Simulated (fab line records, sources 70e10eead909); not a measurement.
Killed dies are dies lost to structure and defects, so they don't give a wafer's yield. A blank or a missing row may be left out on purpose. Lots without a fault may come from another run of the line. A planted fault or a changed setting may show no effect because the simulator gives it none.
Which tool did it? | flow nand_harc | 13 lots, 39 wafers sampled, at 6 steps of a route of 1302

WHAT THE GAUGES READ, wafer by wafer
NHARC_P_ZERO_WELL_CD_MEAS_37: target cd 720 nm. Usual: cd_nm 719.8 nm, standard deviation 1.8.
lot  | measured     | on        | cd_nm (nm)        | flag
L431 | day 2 11:17  | cd_sem-03 | 721.2 718.2 720.1 |
L432 | day 2 20:16  | cd_sem-03 | 720.5 721.3 718.5 |
L433 | day 3 06:02  | cd_sem-03 | 722.1 722.7 719.6 |
L434 | day 3 16:14  | cd_sem-02 | - - -             | OFF
L436 | day 4 12:07  | cd_sem-02 | 719.3 721.9 721.2 |
L440 | day 6 05:27  | cd_sem-01 | 719.7 721.2 720.4 |
L441 | day 6 14:30  | cd_sem-03 | 718.7 717.8 719.6 |
L445 | day 8 06:14  | cd_sem-03 | 720.4 718.6 722.3 |
L446 | day 8 16:39  | cd_sem-03 | 721.4 718.4 720.9 |
L448 | day 9 12:15  | cd_sem-02 | 719.2 717.8 719.9 |
L450 | day 10 08:07 | cd_sem-03 | 722.3 719.2 719.5 |
L451 | day 10 18:11 | cd_sem-03 | 720.5 718.8 721.9 |
L453 | day 11 14:13 | cd_sem-02 | 716.3 718.1 717.5 |

NHARC_P_STI_OVL_MEAS_10. Usual: overlay_x_nm -3 nm, standard deviation 5.6; overlay_y_nm 1 nm, standard deviation 5.4.
lot  | measured     | on         | overlay_x_nm (nm) | overlay_y_nm (nm) | flag
L431 | day 3 12:59  | overlay-02 | -12 -12 -12       | 7 7 7             |
L432 | day 3 13:09  | overlay-01 | -10 -10 -10       | -6 -6 -5          |
L433 | day 3 23:49  | overlay-02 | 0 0 0             | 5 4 4             |
L436 | day 5 06:08  | overlay-02 | -3 -3 -4          | -7 -7 -8          |
L440 | day 7 04:31  | overlay-02 | 11 10 10          | -1 -1 -1          |
L441 | day 7 12:56  | overlay-02 | -7 -8 -7          | -13 -14 -14       |
L445 | day 9 05:58  | overlay-01 | -1 -1 -1          | -2 -1 -1          |
L446 | day 9 13:19  | overlay-02 | 5 5 5             | 11 11 11          |
L448 | day 10 10:56 | overlay-01 | 4 5 6             | 9 9 8             |
L450 | day 11 03:05 | overlay-01 | -5 -4 -4          | -3 -2 -3          |
L451 | day 11 12:17 | overlay-02 | 1 1 2             | -4 -3 -4          |
L453 | day 12 09:26 | overlay-02 | -3 -3 -3          | 5 6 5             |

NHARC_P_STI_INSPECT_11. Usual: raw_defect_count 6.0, standard deviation 2.9.
lot  | measured     | on                | raw_defect_count | flag
L431 | day 3 13:01  | defect_inspect-02 | 5 0 7            |
L432 | day 3 13:11  | defect_inspect-02 | 5 9 6            |
L433 | day 3 23:52  | defect_inspect-02 | 4 4 3            |
L436 | day 5 06:10  | defect_inspect-01 | 6 6 9            |
L440 | day 7 04:32  | defect_inspect-01 | 12 11 11         |
L441 | day 7 12:58  | defect_inspect-02 | 4 10 4           |
L445 | day 9 05:59  | defect_inspect-02 | 9 6 2            |
L446 | day 9 13:21  | defect_inspect-01 | 3 5 3            |
L448 | day 10 10:58 | defect_inspect-02 | 7 5 4            |
L450 | day 11 03:07 | defect_inspect-01 | 6 7 2            |
L451 | day 11 12:20 | defect_inspect-01 | 6 2 7            |
L453 | day 12 09:29 | defect_inspect-02 | 5 18 11          |

NHARC_END_SORT_01. Usual: killed_at_array 55, standard deviation 19; killed_at_other 0.8, standard deviation 1.1; killed_at_periphery 4.0, standard deviation 2.6; killed_dies 60, standard deviation 20; killed_open 3.4, standard deviation 1.7; killed_short 2.6, standard deviation 1.5.
lot  | measured     | on        | killed_at_array | killed_at_other | killed_at_periphery | killed_dies | killed_open | killed_short | flag
L434 | day 25 16:00 | prober-01 | 67 69 100       | 0 0 1           | 610 608 576         | 677 677 677 | 3 4 3       | 0 2 1        | OFF

WHICH TOOL RAN EACH LOT (tool, then ch and the chambers of the sampled wafers, then the start)
lot  | NHARC_P_ZERO_WELL_EXPOSE_34       | NHARC_P_ZERO_WELL_DESCUM_39
L431 | krf_scanner-02 ch 0, day 2 11:08  | rie_diel-13 ch 1,3, day 2 11:33
L432 | krf_scanner-01 ch 0, day 2 20:06  | rie_diel-01 ch 0,2,3, day 2 20:31
L433 | krf_scanner-02 ch 0, day 3 05:53  | rie_diel-13 ch 1,2, day 3 06:11
L434 | krf_scanner-02 ch 0, day 3 16:04  | rie_diel-13 ch 0,1,3, day 3 16:23
L436 | krf_scanner-01 ch 0, day 4 11:58  | rie_diel-01 ch 0,2,3, day 4 12:16
L440 | krf_scanner-02 ch 0, day 6 05:18  | rie_diel-06 ch 0,1,3, day 6 05:44
L441 | krf_scanner-04 ch 0, day 6 14:21  | rie_diel-01 ch 1,3, day 6 14:40
L445 | krf_scanner-02 ch 0, day 8 06:05  | rie_diel-13 ch 1,2,3, day 8 06:25
L446 | krf_scanner-02 ch 0, day 8 16:29  | rie_diel-06 ch 0,3, day 8 16:56
L448 | krf_scanner-02 ch 0, day 9 12:05  | rie_diel-13 ch 2,3, day 9 12:25
L450 | krf_scanner-02 ch 0, day 10 07:58 | rie_diel-13 ch 2,3, day 10 08:17
L451 | krf_scanner-02 ch 0, day 10 18:02 | rie_diel-06 ch 0,1,2, day 10 18:22
L453 | krf_scanner-02 ch 0, day 11 14:04 | rie_diel-01 ch 0,2, day 11 14:23
- NHARC_P_ZERO_WELL_EXPOSE_34: exposes mask P PWELL, target cd 720 nm.
- NHARC_P_ZERO_WELL_DESCUM_39: chemistry O2, time 3 s.

WHAT THE TOOLS THEMSELVES READ (means of the sampled wafers that have a number; where no wafer has one, the mark that the record gives instead)
NHARC_P_ZERO_WELL_DESCUM_39. Usual: drypump_motor_current_A 5.6 A, standard deviation 0.32; oes_product_au 0.997 a.u., standard deviation 0.011; rf_vpp_V 57.9 V, standard deviation 0.79; showerhead_plenum_p_Torr 1.94 Torr, standard deviation 0.086; throttle_valve_pct 11.311 %, standard deviation 0.0095.
lot  | tool        | drypump_motor_current_A (A) | oes_product_au (a.u.) | rf_vpp_V (V) | showerhead_plenum_p_Torr (Torr) | throttle_valve_pct (%) | flag
L431 | rie_diel-13 | 5.9                         | 1.000                 | 57.7         | 2.04                            | 11.310                 |
L432 | rie_diel-01 | 5.7                         | 0.987                 | 57.6         | 1.93                            | 11.313                 |
L433 | rie_diel-13 | 5.7                         | 0.998                 | 57.7         | 2.00                            | 11.313                 |
L434 | rie_diel-13 | 5.7                         | 0.989                 | 58.1         | 2.01                            | 11.305                 |
L436 | rie_diel-01 | 5.7                         | 0.996                 | 57.3         | 1.92                            | 11.324                 |
L440 | rie_diel-06 | 5.4                         | 1.006                 | 57.7         | 1.87                            | 11.312                 |
L441 | rie_diel-01 | 6.1                         | 1.000                 | 58.6         | 2.03                            | 11.315                 |
L445 | rie_diel-13 | 5.8                         | 1.002                 | 58.1         | 1.99                            | 11.321                 |
L446 | rie_diel-06 | 5.2                         | 1.000                 | 58.1         | 1.88                            | 11.310                 |
L448 | rie_diel-13 | 5.8                         | 1.013                 | 58.0         | 1.95                            | 11.306                 |
L450 | rie_diel-13 | 5.8                         | 1.012                 | 57.5         | 1.95                            | 11.313                 |
L451 | rie_diel-06 | 5.7                         | 0.996                 | 57.8         | 1.86                            | 11.307                 |
L453 | rie_diel-01 | 5.5                         | 0.989                 | 58.4         | 1.96                            | 11.311                 |

THE ANSWER, worked out from the rows above alone
Rule: a lot is off if the mean of its wafers that have a number lies more than 3 standard deviations from the usual mean. A lot without any number at a reading at which 4 lots or more have one is off too. The other lots that the step has rows for count as sound. The gauges are gone through in route order, then the tools' own readings, and for those a lot's mean is taken as printed above. The first step at which some lot is off is used, and at that step the reading that is off furthest; a lot without a number counts as furthest.
Off: L434, at NHARC_P_ZERO_WELL_CD_MEAS_37 (cd_nm). Without a number there: L434.
A tool fits if, at a process step before that reading, it ran every lot that is off, and no sound lot after the first of them. The gauges at NHARC_P_ZERO_WELL_CD_MEAS_37 aren't tried: what is off there is off at NHARC_END_SORT_01 too, on other tools, and a gauge's error can't cause that. None of those tried fits.

WHAT THE SIMULATOR HAD PUT IN
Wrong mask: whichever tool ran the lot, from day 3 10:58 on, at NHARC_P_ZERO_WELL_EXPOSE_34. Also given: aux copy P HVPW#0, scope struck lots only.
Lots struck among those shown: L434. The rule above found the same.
